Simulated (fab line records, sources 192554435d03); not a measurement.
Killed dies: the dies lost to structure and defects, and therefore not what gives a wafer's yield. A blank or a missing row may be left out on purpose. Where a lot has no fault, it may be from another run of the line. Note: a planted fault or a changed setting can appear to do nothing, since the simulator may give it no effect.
A lot that was struck, set against a sound lot | flow n5 finfet | 16 steps out of a route of 1938
Sound: these wafers, L986.3, L986.4, L986.6. Wafers L989.1, L989.2, L989.6 were the ones struck. The cause is named last.
At each step with rows: each side's tool, then ch and its chambers, then its first start. Under that, the readings that differ: sound wafers | struck wafers | difference of the means | sigmas: that difference in standard deviations of wafers without a fault.
alike: a reading whose means differ by less than 2 such deviations, as well as words and numbers matching on both sides. not compared: withheld readings; readings where some wafer has no value; bounds like >300 that might hide an equal value; numbers whose values overlap and for which the record gives no deviation.
The two part at a step that has a row with sigmas, a row that says differs or no value, or rows on one side only. When numbers do not overlap yet have no deviation, they are printed without sigmas and do not part them. A reading that every wafer of one side lacks parts them only if that side has two wafers or more.

first, 3 steps without rows for these wafers: N5_BEOL_M0_SAQP_SRD_93 (time 30 s); N5_BEOL_M0_SAQP_RECESS_114 (chemistry HF/NH3, target SiO2, target depth 14.4 nm, afs cycles 3, sublimation time 60 s); N5_BEOL_M0_SAQP_SPACER1_ALD_98 (deposits SiO2, target thk 12.8 nm, pulse time 1 s, purge time 2 s).
N5_BEOL_M0_SAQP_SPACER1_ETCHBACK_99: etches SiO2 in CHF3/O2, target depth 15.4 nm, time 7.7 s.
  sound on rie diel-01 ch 0,1,2, day 7 11:52; struck on rie diel-03 ch 1,3, day 8 10:21
  reading                | sound             | struck            | difference | sigmas
  throttle valve pct (%) | 18.30 18.72 18.59 | 19.34 18.67 19.35 | +0.58      | +2
  alike: O2_flow_sccm, drypump motor current A, oes_ar_750_au, oes_f_703_au, oes product au, rf vpp V, showerhead plenum p Torr
  not compared: rf hours counter h
N5_BEOL_M0_SAQP_MANDREL1_REMOVE_100: chemistry HBr/Cl2/O2, target a-Si, stops on SiNx, bt time 10 s.
  sound on rie si-02 ch 2,3, day 7 11:58; struck on rie si-02 ch 1,2,3, day 8 10:26
  alike: O2_flow_sccm, drypump motor current A, oes product au, throttle valve pct
  not compared: rf hours counter h
N5_BEOL_M0_SAQP_CD_MEAS_25: the cd target is 13.1 nm.
  sound on cd sem-01 ch 0, day 7 12:04; struck on cd sem-01 ch 0, day 8 10:33
  alike: cd nm
N5_BEOL_M0_SAQP_ETCH_101: etches SiNx in CH3F/O2, target depth 29.9 nm, time 42.7 s.
  sound on rie diel-02 ch 1,3, day 7 12:13; struck on rie diel-03 ch 0,3, day 8 10:35
  alike: O2_flow_sccm, drypump motor current A, oes_ar_750_au, oes_f_703_au, oes product au, rf fwd power W, rf vpp V, showerhead plenum p Torr, throttle valve pct
  not compared: rf hours counter h
then, 1 step without rows for these wafers: N5_BEOL_M0_SAQP_ETCH_102 (etches SiO2 in CF4, target depth 4 nm, time 4.4 s).
N5_BEOL_M0_SAQP_MANDREL_ETCH_103: etches a-Si in HBr/Cl2, stops on SiCN, target depth 45 nm, bt time 10 s, time 27 s.
  sound on rie si-06 ch 0,1,3, day 7 12:22; struck on rie si-06 ch 2,3, day 8 10:44
  alike: drypump motor current A, oes product au, rf fwd power W, throttle valve pct
  not compared: rf hours counter h
then, 3 steps without rows for these wafers: N5_BEOL_M0_SAQP_RECESS_104 (chemistry HF/NH3, target SiO2, target depth 18 nm, afs cycles 3, sublimation time 60 s); N5_BEOL_M0_SAQP_COAT_105 (time 60 s, resist thk 100 nm); N5_BEOL_M0_SAQP_ETCH_106 (etches SOC in N2/H2, stops on SiNx, target depth 150 nm).
N5_BEOL_M0_SAQP_ETCH_107: etches SiNx in CH3F/O2, target depth 30 nm.
  sound on rie diel-02 ch 0,1, day 7 13:06; struck on rie diel-02 ch 1,2,3, day 8 11:28
  reading                                  | sound             | struck            | difference | sigmas
  oes_f_703_au (a.u.)                      | 0.71 0.96 0.71    | 0.91 0.93 1.27    | +0.24      | +2
  rf fwd power W (W)                       | 391.1 389.9 390.6 | 487.1 483.7 487.4 | +95.5      | +56
  rf vpp V (V)                             | 290 290 290       | 271 261 265       | -24        | -6
  model.BEOL_M0_SAQP.feature depth nm (nm) | 29.8 31 30.2      | 32.2 32 33        | +2.1       |
  alike: O2_flow_sccm, drypump motor current A, oes_ar_750_au, oes product au, showerhead plenum p Torr, throttle valve pct
  not compared: rf hours counter h
N5_BEOL_M0_SAQP_STRIP_108: strips in N2/H2.
  sound on rie diel-02 ch 0,1, day 7 13:08; struck on rie diel-02 ch 1,2,3, day 8 11:30
  alike: drypump motor current A, oes product au, rf vpp V, showerhead plenum p Torr, throttle valve pct
  not compared: rf hours counter h
-- record jumps: 2 days separate the struck wafers' starts on either side; left off in module BEOL_M0_SAQP, taken up again in module BEOL_M4, whose first shown step is the route's number 1111 --
N5_BEOL_M4_RC_MEAS_101:
  sound on prober-01 ch 0, day 9 19:55; struck on prober-01 ch 0, day 10 13:13
  alike: DIBL_N, DIBL_P, IOFF_N, IOFF_P, ION_N, ION_P, SS_N, SS_P, VT_N, VT_P
N5_PASSIVATION_PROBE_49:
  sound wafers here have rows in the record (prober-02, day 14 13:56); struck ones have none

## WHERE THEY PART
First at N5_BEOL_M0_SAQP_SPACER1_ETCHBACK_99; last, within this record, at N5_PASSIVATION_PROBE_49.

WHY: what the simulator had put in
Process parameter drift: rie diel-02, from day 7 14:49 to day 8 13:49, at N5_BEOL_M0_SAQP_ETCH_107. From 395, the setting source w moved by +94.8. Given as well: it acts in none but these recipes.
